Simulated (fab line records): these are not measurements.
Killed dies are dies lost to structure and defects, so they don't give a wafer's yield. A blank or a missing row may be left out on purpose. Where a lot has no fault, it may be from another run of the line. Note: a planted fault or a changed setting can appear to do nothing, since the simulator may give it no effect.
fab line records    flow n5Finfet
record: lots: 9  wafers: 26  lastDay: 18
route steps=1938 shown GATE_CUT@489 BEOL_M4@1111 PASSIVATION@1936
lots with no fault: from the same line, run without faults
startH: hours from the record's first day to the start of the lot's first wafer shown    waitH: hours elapsed since this lot's preceding step    " identical to the entry in the row above    L1.1+2: several wafers, shown together as one row    - either no value or no given start    * or withheld: withheld    < > ~ a bound
route shown NAME@n: names a module that has steps shown in the file, with the first one's number in the route    usual: mean and standard deviation over wafers with no fault    same: alike in all rows    chamber/n: place in a boat    sites: per-site readings    _std_site: the standard deviation of these    _edge_site: outer sites' mean less inner sites'    radiusMm: how far each site lies from the wafer's centre    mask NAME#n: copy n    behind: the most recent tool/chamber to have shaped the wafer    hold: what put the lot on hold/how long, in hours/how the hold closed    device: the transistor (n, p or np) that didn't switch    end of line: the tests these same wafers got at the end of their route    a step with no rows: only its recipe    killed: at the first sort, the dies lost to defects and structure; wafer yield is something else    map: shows each die of a wafer: x if killed, . if not, _ if none is there
set.NAME: the setting that was run; set.NAME@STEP: the one run at that earlier step    model.NAME: the simulator's own value behind a step, which no gauge read
route steps across a sampled set of lots; one table per step, one row per wafer
services: the hour from which a tool's chamber was out of use, counted from the record's first day as startH (under 0 if before that day), plus the number of hours and why
== steps ==
step: N5_GATE_CUT_INSPECT_15
recipe: mode: adi  inspectInstrument: brightfield
usual: rawDefectCount: 139/53
lot.wafer  tool              chamber  startH  waitH  rawDefectCount
L217.1     defectInspect-02  -        95.10   0.1    104
L217.5     "                 -        "       "      178
L217.6     "                 -        "       "      138
L223.2     defectInspect-01  -        130.46  0.0    154
L223.4     "                 -        "       "      146
L223.5     "                 -        "       "      126
L226.2     defectInspect-02  -        146.79  0.0    109
L226.3     "                 -        "       "      91
L226.4     "                 -        "       "      64
L231.1     defectInspect-01  -        176.57  0.1    143
L231.2     "                 -        "       "      111
L231.3     "                 -        "       "      147
L232.1     defectInspect-01  -        181.39  0.1    131
L232.2     "                 -        "       "      146
L232.5     "                 -        "       "      73
L233.2     defectInspect-02  -        183.59  0.0    76
L233.4     "                 -        "       "      78
L233.6     "                 -        "       "      68
L237.2     defectInspect-01  -        225.72  0.0    121
L237.3     "                 -        "       "      69
L238.1     defectInspect-01  -        232.83  0.1    136
L238.4     "                 -        "       "      99
L238.5     "                 -        "       "      140
L239.3     defectInspect-01  -        245.87  0.0    159
L239.4     "                 -        "       "      111
L239.5     "                 -        "       "      154
step: N5_GATE_CUT_ETCH_28
recipe: chemistry: N2/H2  target: underlayer  targetDepthA: 130  maskMaterial: CAR-EUV  timeS: 10.4  ionEnergyEv: 200  pressureMtorr: 30  sourceW: 840  biasW: 150  n2FlowSccm: 200  h2FlowSccm: 200  ends: cleared
usual: biasW: 150.0/0.46  chamberPressureMTorr: 30.001/0.028  drypumpMotorCurrentA: 5.7/0.41  etchRfOnTimeS: 10.39/0.21  oesProductAu: 0.70/0.078  rfVppV: 525.5/2.9  showerheadPlenumPTorr: 2.60/0.1  throttleValvePct: 17.85/0.27
lot.wafer  tool        chamber  startH  waitH  biasW  chamberPressureMTorr  drypumpMotorCurrentA  etchRfOnTimeS  oesProductAu  rfHoursCounterH  rfVppV  showerheadPlenumPTorr  throttleValvePct
L217.1     rieDiel-04  3        95.17   0.0    149.4  30.008                5.8                   10.10          0.64          156              526.5   2.63                   18.03
L217.5     "           3        "       "      149.0  29.968                5.9                   10.05          0.64          -                527.1   2.63                   18.04
L217.6     "           0        "       "      150.0  30.036                6.3                   10.24          0.78          -                526.2   2.58                   17.93
L223.2     rieDiel-06  3        130.53  0.0    150.4  30.038                5.6                   10.61          0.74          44               527.5   2.70                   17.69
L223.4     "           3        "       "      150.0  30.039                5.6                   10.68          0.74          -                527.9   2.70                   17.68
L223.5     "           2        "       "      149.8  29.980                5.9                   10.45          0.59          -                525.8   2.60                   18.00
L226.2     rieDiel-06  3        146.86  0.0    150.5  29.991                5.6                   10.57          0.73          50               527.1   2.70                   17.70
L226.3     "           0        "       "      149.6  29.951                5.9                   10.25          0.80          12               528.0   2.73                   18.05
L226.4     "           1        "       "      151.0  29.993                5.0                   10.08          0.81          -                527.8   2.71                   17.22
L231.1     rieDiel-06  0        176.64  0.0    150.0  29.994                5.9                   10.31          0.77          20               529.3   2.72                   18.07
L231.2     "           1        "       "      149.8  30.011                5.0                   10.15          0.78          14               529.5   2.70                   17.23
L231.3     "           2        "       "      149.7  29.965                5.8                   10.32          0.80          5                526.1   2.59                   17.55
L232.1     rieDiel-04  2        181.46  0.0    150.1  29.960                5.7                   10.51          0.59          206              519.4   2.42                   18.12
L232.2     "           3        "       "      149.9  29.968                5.9                   10.23          0.61          183              526.2   2.62                   18.08
L232.5     "           0        "       "      151.0  30.043                6.3                   10.48          0.72          -                524.3   2.57                   17.99
L233.2     rieDiel-04  3        183.67  0.0    149.4  29.999                5.9                   10.14          0.62          183              526.5   2.62                   18.10
L233.4     "           0        "       "      150.1  29.998                6.3                   10.41          0.73          44               526.0   2.57                   17.98
L233.6     "           0        "       "      150.3  30.070                6.3                   10.40          0.73          -                525.3   2.57                   17.98
L237.2     rieDiel-06  0        225.79  0.0    149.6  29.989                5.9                   10.06          0.76          36               527.5   2.72                   18.10
L237.3     "           2        "       "      149.9  30.015                5.9                   10.12          0.77          21               526.7   2.59                   17.59
L238.1     rieDiel-05  3        232.92  0.0    149.7  30.008                5.2                   10.53          0.60          231              520.4   2.40                   18.01
L238.4     "           1        "       "      150.0  30.041                5.5                   10.78          0.64          150              520.5   2.45                   18.09
L238.5     "           2        "       "      149.8  30.015                4.8                   10.69          0.64          -                524.3   2.57                   18.21
L239.3     rieDiel-06  0        245.93  0.0    149.7  29.989                5.9                   10.28          0.75          41               528.3   2.71                   18.13
L239.4     "           3        "       "      149.8  30.007                5.6                   10.64          0.71          78               527.3   2.69                   17.72
L239.5     "           1        "       "      150.3  29.975                5.0                   10.20          0.74          -                527.3   2.70                   17.31
step: N5_GATE_CUT_CUT_ETCH_54
recipe: chemistry: Cl2/BCl3  target: TiN  maskMaterial: SiO2  targetDepthA: 967  pressureMtorr: 10  icpW: 1000  biasW: 126  Cl2_flow_sccm: 53.25  bcl3FlowSccm: 21.75  Ar_flow_sccm: 25  ends: cleared
usual: bcl3FlowSccm: 21.73/0.061  biasW: 126.0/0.36  drypumpMotorCurrentA: 6.0/0.45  etchRfOnTimeS: 36.7/0.73  oesProductAu: 0.69/0.076  throttleValvePct: 22.35/0.24
lot.wafer  tool         chamber  startH  waitH  bcl3FlowSccm  biasW  drypumpMotorCurrentA  etchRfOnTimeS  oesProductAu  rfHoursCounterH  throttleValvePct
L217.1     rieMetal-03  1        95.59   0.0    21.79         126.0  6.7                   37.4           0.78          15               22.29
L217.5     "            1        "       "      21.66         125.6  6.7                   37.4           0.78          -                22.31
L217.6     "            0        "       "      21.77         125.4  5.8                   37.5           0.74          -                22.63
L223.2     rieMetal-02  1        131.02  0.1    21.78         126.1  6.1                   35.4           0.74          -                22.04
L223.4     "            1        "       "      21.89         125.7  6.1                   35.5           0.74          -                22.04
L223.5     "            1        "       "      21.82         126.4  6.1                   35.5           0.74          -                22.04
L226.2     rieMetal-03  1        147.28  0.0    21.75         125.8  6.7                   37.0           0.76          21               22.30
L226.3     "            1        "       "      21.78         126.1  6.7                   37.3           0.76          -                22.31
L226.4     "            0        "       "      21.76         124.8  5.8                   37.1           0.74          -                22.62
L231.1     rieMetal-03  0        177.06  0.0    -             -      -                     -              -             -                -
L231.2     "            1        "       "      -             -      -                     -              -             -                -
L231.3     "            1        "       "      -             -      -                     -              -             -                -
L232.1     rieMetal-01  1        181.88  0.0    -             -      -                     -              -             -                -
L232.2     "            0        "       "      -             -      -                     -              -             -                -
L232.5     "            0        "       "      -             -      -                     -              -             -                -
L233.2     rieMetal-03  0        184.09  0.0    -             -      -                     -              -             -                -
L233.4     "            1        "       "      -             -      -                     -              -             -                -
L233.6     "            1        "       "      -             -      -                     -              -             -                -
L237.2     rieMetal-03  0        226.23  0.1    21.73         125.9  5.8                   37.5           0.71          42               22.67
L237.3     "            1        "       "      21.65         126.1  6.7                   37.2           0.73          -                22.34
L238.1     rieMetal-03  0        233.34  0.0    21.73         125.9  5.8                   37.2           0.71          43               22.65
L238.4     "            0        "       "      21.66         125.8  5.9                   37.2           0.70          -                22.66
L238.5     "            1        "       "      21.77         125.8  6.7                   37.3           0.73          -                22.33
L239.3     rieMetal-02  0        246.37  0.0    21.70         126.2  6.0                   36.8           0.88          -                22.29
L239.4     "            1        "       "      21.89         126.3  6.1                   35.8           0.70          -                22.08
L239.5     "            0        "       "      21.67         125.8  6.0                   36.7           0.89          -                22.29
step: N5_GATE_CUT_CUT_ETCH_55
recipe: chemistry: BCl3  target: HfO2  maskMaterial: SiO2  targetDepthA: 32  ionEnergyEv: 30  pressureMtorr: 5  icpW: 450  biasW: 18  bcl3FlowSccm: 80
usual: bcl3FlowSccm: 79.98/0.24  biasW: 17.99/0.057  drypumpMotorCurrentA: 6.0/0.45  oesProductAu: 0.77/0.086  throttleValvePct: 33.0/0.48
lot.wafer  tool         chamber  startH  waitH  bcl3FlowSccm  biasW  drypumpMotorCurrentA  oesProductAu  rfHoursCounterH  throttleValvePct
L217.1     rieMetal-03  1        95.65   0.0    79.54         17.98  6.7                   0.88          15               32.8
L217.5     "            1        "       "      79.48         17.93  6.7                   0.87          -                32.8
L217.6     "            0        "       "      80.06         18.00  5.8                   0.83          -                33.6
L223.2     rieMetal-02  1        131.13  0.1    80.34         18.02  6.1                   0.81          -                32.4
L223.4     "            1        "       "      79.95         18.00  6.1                   0.81          -                32.4
L223.5     "            1        "       "      80.21         17.97  6.0                   0.81          -                32.4
L226.2     rieMetal-03  1        147.34  0.0    80.11         17.99  6.7                   0.85          21               32.8
L226.3     "            1        "       "      80.18         18.02  6.7                   0.85          -                32.8
L226.4     "            0        "       "      79.68         18.02  5.9                   0.82          -                33.6
L231.1     rieMetal-03  0        177.12  0.0    79.78         17.93  5.9                   0.30          38               33.6
L231.2     "            1        "       "      80.32         18.01  6.7                   0.31          24               32.8
L231.3     "            1        "       "      80.31         17.85  6.7                   0.32          -                32.8
L232.1     rieMetal-01  1        181.94  0.0    80.33         18.03  5.9                   0.24          103              33.1
L232.2     "            0        "       "      79.86         17.98  4.9                   0.26          75               33.0
L232.5     "            0        "       "      79.91         17.95  4.9                   0.27          -                33.0
L233.2     rieMetal-03  0        184.15  0.0    79.55         18.01  5.8                   0.30          38               33.6
L233.4     "            1        "       "      79.92         17.89  6.7                   0.31          -                32.9
L233.6     "            1        "       "      80.02         18.05  6.7                   0.31          -                32.8
L237.2     rieMetal-03  0        226.29  0.0    80.05         18.04  5.9                   0.80          42               33.6
L237.3     "            1        "       "      80.19         17.99  6.7                   0.82          -                32.9
L238.1     rieMetal-03  0        233.40  0.0    79.98         17.90  5.8                   0.78          43               33.6
L238.4     "            0        "       "      80.06         17.91  5.9                   0.79          -                33.6
L238.5     "            1        "       "      80.17         17.96  6.7                   0.83          -                32.8
L239.3     rieMetal-02  0        246.42  0.0    80.07         17.99  6.0                   0.97          -                33.2
L239.4     "            1        "       "      79.76         17.98  6.1                   0.76          -                32.4
L239.5     "            0        "       "      79.56         17.99  6.0                   0.97          -                33.2
step: N5_GATE_CUT_VAPOR_ETCH_48
recipe: chemistry: BCl3/Cl2  target: TiN  mode: isotropic
usual: drypumpMotorCurrentA: 6.0/0.45  heBacksideLeakSccm: 3.36/0.22  oesProductAu: 0.77/0.087
lot.wafer  tool         chamber  startH  waitH  drypumpMotorCurrentA  heBacksideLeakSccm  oesProductAu
L217.1     rieMetal-03  1        95.71   0.0    6.7                   3.34                0.88
L217.5     "            1        "       "      6.7                   3.13                0.88
L217.6     "            0        "       "      5.8                   3.62                0.82
L223.2     rieMetal-02  1        131.25  0.1    6.1                   3.17                0.82
L223.4     "            1        "       "      6.0                   3.25                0.82
L223.5     "            1        "       "      6.0                   3.12                0.82
L226.2     rieMetal-03  1        147.40  0.0    6.7                   3.36                0.85
L226.3     "            1        "       "      6.7                   3.49                0.86
L226.4     "            0        "       "      5.9                   3.79                0.80
L231.1     rieMetal-03  0        177.18  0.0    5.8                   3.74                0.79
L231.2     "            1        "       "      6.7                   3.47                0.84
L231.3     "            1        "       "      6.7                   3.35                0.84
L232.1     rieMetal-01  1        182.00  0.0    5.9                   3.52                0.63
L232.2     "            0        "       "      4.9                   3.37                0.70
L232.5     "            0        "       "      4.9                   3.52                0.71
L233.2     rieMetal-03  0        184.21  0.0    5.8                   3.93                0.78
L233.4     "            1        "       "      6.7                   3.41                0.83
L233.6     "            1        "       "      6.7                   3.39                0.84
L237.2     rieMetal-03  0        226.35  0.0    5.8                   3.71                0.78
L237.3     "            1        "       "      6.7                   3.56                0.82
L238.1     rieMetal-03  0        233.46  0.0    5.8                   3.41                0.78
L238.4     "            0        "       "      5.8                   3.50                0.78
L238.5     "            1        "       "      6.7                   3.47                0.83
L239.3     rieMetal-02  0        246.48  0.0    6.0                   3.23                0.96
L239.4     "            1        "       "      6.1                   3.14                0.77
L239.5     "            0        "       "      6.0                   3.37                0.97
step: N5_BEOL_M4_RC_MEAS_101
usual: DIBL_N: 36.2/1.5  DIBL_P: 36.4/2.1  IOFF_N: 0.16/0.031  IOFF_P: 0.21/0.037  ION_N: 679/11  ION_P: 465/7.7  SS_N: 71.4/0.55  SS_P: 73.2/0.63  VT_N: 249/3.3  VT_P: -250/3.4
lot.wafer  tool       chamber  startH  waitH  DIBL_N[mV/V]  DIBL_P[mV/V]  IOFF_N[nA/um]  IOFF_P[nA/um]  ION_N[uA/um]  ION_P[uA/um]  SS_N[mV/dec]  SS_P[mV/dec]  VT_N[mV]  VT_P[mV]
L217.1     prober-02  0        167.58  0.0    35.3          34.8          0.16           0.19           679           465           71.8          73.6          246       -251
L217.5     "          0        "       "      39.2          39.8          0.24           0.28           696           470           72.5          74.4          243       -245
L217.6     "          0        "       "      34.3          33.7          0.13           0.18           673           456           71.5          72.1          251       -254
L223.2     prober-02  0        224.45  0.2    36.1          37.4          0.15           0.18           668           453           72.2          73.5          252       -254
L223.4     "          0        "       "      37.5          40.0          0.18           0.22           683           461           72.6          73.6          249       -251
L223.5     "          0        "       "      34.2          36.7          0.13           0.17           663           454           71.3          73.4          255       -255
L226.2     prober-01  0        229.87  0.2    37.5          36.4          0.21           0.26           681           471           71.8          72.5          244       -246
L226.3     "          0        "       "      34.5          34.1          0.14           0.22           682           476           70.7          72.7          248       -246
L226.4     "          0        "       "      36.5          36.2          0.20           0.26           690           472           71.4          72.7          245       -246
L237.2     prober-01  0        308.08  0.2    33.8          33.1          0.12           0.17           663           462           70.7          72.3          251       -253
L237.3     "          0        "       "      36.4          36.4          0.17           0.22           692           474           71.4          73.4          245       -247
L238.1     prober-01  0        315.45  0.0    38.0          39.9          0.19           0.26           672           464           71.5          73.8          249       -245
L238.4     "          0        "       "      35.9          36.3          0.15           0.20           660           453           71.2          73.0          252       -250
L238.5     "          0        "       "      34.6          34.2          0.13           0.17           675           457           71.2          72.9          250       -249
L239.3     prober-02  0        316.51  0.5    35.0          35.3          0.16           0.21           693           463           70.4          73.5          248       -250
L239.4     "          0        "       "      36.9          36.5          0.17           0.21           682           467           72.3          74.0          251       -249
L239.5     "          0        "       "      37.2          36.8          0.19           0.22           680           465           71.8          74.4          248       -250
step: N5_PASSIVATION_PROBE_49
usual: defectLimitedYield: 91.3/1.3  killed_at_M0_to_M3: 36/12  killed_at_M4_up: 13/4.6  killedAtContacts: 13/5.4  killedAtFrontEnd: 37/10  killedAtOther: 3.6/2.9  killedDies: 102/15  killedOnRim: 13/4  killedOpen: 67/12  killedShort: 33/7.5  sort_bin_5_function: 5.1/0.93  sort_bin_6_memory: 3.2/0.62  sortNPass: 1078/15  sortYieldPct: 91.3/1.3
same: grossDies: 1180  killedAtBackSide: 0  sort_bin_4_leakage[%]: 0  sort_bin_8_speed[%]: 0
lot.wafer  tool       chamber  startH  waitH  defectLimitedYield[%]  killed_at_M0_to_M3  killed_at_M4_up  killedAtContacts  killedAtFrontEnd  killedAtOther  killedDies  killedOnRim  killedOpen  killedShort  sort_bin_5_function[%]  sort_bin_6_memory[%]  sortNPass  sortYieldPct[%]
L217.1     prober-01  -        258.32  0.0    91.4                   35                  15               8                 42                2              102         9            76          26           4.9                     3.3                   1078       91.4
L217.5     prober-01  -        258.52  0.2    91.6                   36                  13               8                 40                2              99          11           71          27           4.6                     3.5                   1081       91.6
L217.6     prober-01  -        258.57  0.3    90.4                   36                  13               10                48                6              113         17           78          33           4.7                     4.6                   1067       90.4
L231.1     prober-01  -        365.32  0.0    0                      23                  17               12                1127              1              1180        152          65          21           96.9                    3.0                   0          0
L231.2     prober-01  -        365.37  0.1    0                      44                  17               10                1107              2              1180        152          80          27           95.9                    3.6                   0          0
L231.3     prober-01  -        365.42  0.1    0                      22                  16               21                1120              1              1180        152          70          24           96.5                    3.2                   0          0
L233.2     prober-02  -        370.01  0.1    0                      35                  10               15                1116              4              1180        152          49          34           96.2                    3.1                   0          0
L233.4     prober-02  -        370.11  0.2    0                      39                  17               7                 1115              2              1180        152          68          31           96.4                    3.4                   0          0
L233.6     prober-02  -        370.21  0.3    0                      20                  14               11                1133              2              1180        152          55          24           97.7                    2.0                   0          0
L232.1     prober-02  -        372.58  0.0    0                      51                  12               11                1106              0              1180        152          77          27           96.4                    3.1                   0          0
L232.2     prober-02  -        372.63  0.1    0                      72                  10               17                1080              1              1180        152          88          47           95.4                    4.2                   0          0
L232.5     prober-02  -        372.78  0.2    0                      49                  14               11                1104              2              1180        152          89          38           96.3                    3.4                   0          0
killed by level:class
L217.1 FIN_SAQP:geometricParticle:open=15 MOL_CONTACT_COAG:geometricParticle:open=7 BEOL_M0_SAQP:geometricParticle:open=7 BEOL_M2:geometricParticle:open=7 BEOL_M0_SAQP:geometricParticle:short=6 BEOL_M1:geometricParticle:open=6 STI_FIN_REVEAL:geometricParticle:open=5 GATE_CUT:geometricParticle:short=5
L217.5 FIN_SAQP:geometricParticle:open=11 BEOL_M0_SAQP:geometricParticle:open=10 MOL_CONTACT_COAG:geometricParticle:open=7 STI_FIN_REVEAL:geometricParticle:open=6 BEOL_M2:geometricParticle:open=6 STARTING-WAFER:geometricParticle:short=6 BEOL_M0:geometricParticle:open=5 BEOL_M1:geometricParticle:open=5
L217.6 BEOL_M2:geometricParticle:open=13 FIN_SAQP:geometricParticle:open=12 BEOL_M3:geometricParticle:open=12 MOL_CONTACT_COAG:geometricParticle:open=10 FIN_SAQP:geometricParticle:short=7 GATE_CUT:geometricParticle:short=6 STI_FIN_REVEAL:geometricParticle:open=5 BEOL_M1:geometricParticle:open=4
L231.1 GATE_CUT:areaEtch=1092 MOL_CONTACT_COAG:geometricParticle:open=11 STI_FIN_REVEAL:geometricParticle:open=10 BEOL_M4:geometricParticle:open=9 BEOL_M0_SAQP:geometricParticle:open=6 BEOL_M1:geometricParticle:open=6 DUMMY_GATE:geometricParticle:open=5 GATE_CUT:geometricParticle:short=5
L231.2 GATE_CUT:areaEtch=1071 BEOL_M2:geometricParticle:open=13 STI_FIN_REVEAL:geometricParticle:open=11 BEOL_M0_SAQP:geometricParticle:open=11 BEOL_M4:geometricParticle:open=10 MOL_CONTACT_COAG:geometricParticle:open=9 BEOL_M0_SAQP:geometricParticle:short=7 FIN_SAQP:geometricParticle:short=6
L231.3 GATE_CUT:areaEtch=1084 MOL_CONTACT_COAG:geometricParticle:open=20 STARTING-WAFER:geometricParticle:open=7 GATE_CUT:geometricParticle:short=5 BEOL_M3:geometricParticle:open=5 FIN_SAQP:geometricParticle:open=4 STI_FIN_REVEAL:geometricParticle:open=4 BEOL_M0:geometricParticle:open=4
L233.2 GATE_CUT:areaEtch=1095 MOL_CONTACT_COAG:geometricParticle:open=9 BEOL_M0_SAQP:geometricParticle:short=9 BEOL_M0_SAQP:geometricParticle:open=7 MOL_CONTACT_COAG:geometricParticle:short=6 STI_FIN_REVEAL:geometricParticle:open=5 BEOL_M1:geometricParticle:short=5 BEOL_M3:geometricParticle:open=5
L233.4 GATE_CUT:areaEtch=1080 BEOL_M3:geometricParticle:open=12 BEOL_M0_SAQP:geometricParticle:open=9 BEOL_M0_SAQP:geometricParticle:short=8 FIN_SAQP:geometricParticle:open=6 STI_FIN_REVEAL:geometricParticle:open=6 BEOL_M4:geometricParticle:open=6 MOL_CONTACT_COAG:geometricParticle:open=5
L233.6 GATE_CUT:areaEtch=1101 MOL_CONTACT_COAG:geometricParticle:open=9 FIN_SAQP:geometricParticle:short=6 BEOL_M4:geometricParticle:open=6 FIN_SAQP:geometricParticle:open=5 GATE_CUT:geometricParticle:short=5 GATE_CUT:geometricParticle:open=4 BEOL_M0_SAQP:geometricParticle:open=4
L232.1 GATE_CUT:areaEtch=1076 BEOL_M0_SAQP:geometricParticle:open=12 BEOL_M0:geometricParticle:open=11 MOL_CONTACT_COAG:geometricParticle:open=10 BEOL_M2:geometricParticle:open=10 BEOL_M0_SAQP:geometricParticle:short=8 STI_FIN_REVEAL:geometricParticle:open=7 BEOL_M3:geometricParticle:open=7
L232.2 GATE_CUT:areaEtch=1045 BEOL_M3:geometricParticle:open=22 MOL_CONTACT_COAG:geometricParticle:open=13 BEOL_M0_SAQP:geometricParticle:short=9 FIN_SAQP:geometricParticle:short=8 BEOL_M0:geometricParticle:open=8 BEOL_M1:geometricParticle:open=8 BEOL_M0_SAQP:geometricParticle:open=7
L232.5 GATE_CUT:areaEtch=1053 STI_FIN_REVEAL:geometricParticle:open=13 MOL_CONTACT_COAG:geometricParticle:open=10 FIN_SAQP:geometricParticle:open=9 BEOL_M0_SAQP:geometricParticle:open=9 BEOL_M0_SAQP:geometricParticle:short=8 BEOL_M4:geometricParticle:open=8 BEOL_M2:geometricParticle:open=8
== services ==
tool         chamber  startH  hours  kind
rieDiel-05   1        79.71   3.2    repair
rieMetal-02  1        90.31   8.5    repair
rieDiel-06   0        92.68   -      clean
rieDiel-06   0        92.68   -      consumableReplace:focusRing
rieDiel-06   0        92.68   -      consumableReplace:showerhead
rieDiel-06   0        92.68   20.7   scheduledDown
rieDiel-06   0        92.68   20.7   ventCycle
rieDiel-06   1        113.51  -      clean
rieDiel-06   1        113.51  -      consumableReplace:focusRing
rieDiel-06   1        113.51  -      consumableReplace:showerhead
rieDiel-06   1        113.51  17.6   scheduledDown
rieDiel-06   1        113.51  17.6   ventCycle
rieMetal-02  0        126.69  16.4   repair
rieDiel-06   2        142.38  -      clean
rieDiel-06   2        142.38  -      consumableReplace:focusRing
rieDiel-06   2        142.38  12.8   scheduledDown
rieDiel-06   2        142.38  12.8   ventCycle
rieMetal-02  0        175.69  26.6   repair
rieMetal-02  0        202.30  -      clean
rieMetal-02  0        202.30  28.8   scheduledDown
rieMetal-02  0        202.30  28.8   ventCycle
rieMetal-01  -        222.61  0.1    repair
rieDiel-06   1        231.72  4.9    repair
== key ==
firstSign: step: N5_GATE_CUT_CUT_ETCH_54  reading: toolRecord  direction: missing
effect: step: N5_GATE_CUT_CUT_ETCH_55  reading: oesProductAu  direction: down  sigmas: 5.5  usual: 0.77  struck: 0.29
effect: step: N5_PASSIVATION_PROBE_49  reading: killedAtFrontEnd  direction: up  sigmas: 99+  usual: 37  struck: 1112
moreKillsBornAt: N5_GATE_CUT_CUT_ETCH_54@rieMetal-03: 6523  N5_GATE_CUT_CUT_ETCH_54@rieMetal-01: 3174
metAt N5_GATE_CUT_CUT_ETCH_54
struckLots L231,L232,L233
laterRowsLeftOut L231.1,L231.2,L231.3,L232.1,L232.2,L232.5,L233.2,L233.4,L233.6
notActingAt N5_GATE_CUT_INSPECT_15,N5_GATE_CUT_ETCH_28,N5_GATE_CUT_VAPOR_ETCH_48
onsetBetween 147.28 177.06
fault: kind: skippedStepWhole  tool: rieMetal-01,rieMetal-03  chamber: -  onsetH: 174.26  steps: N5_GATE_CUT_CUT_ETCH_54  scope: struckLotsOnly
laterRowsLeftOut: the simulator's readings of these wafers behind a module that went badly wrong aren't trusted and aren't shown, but for the sort
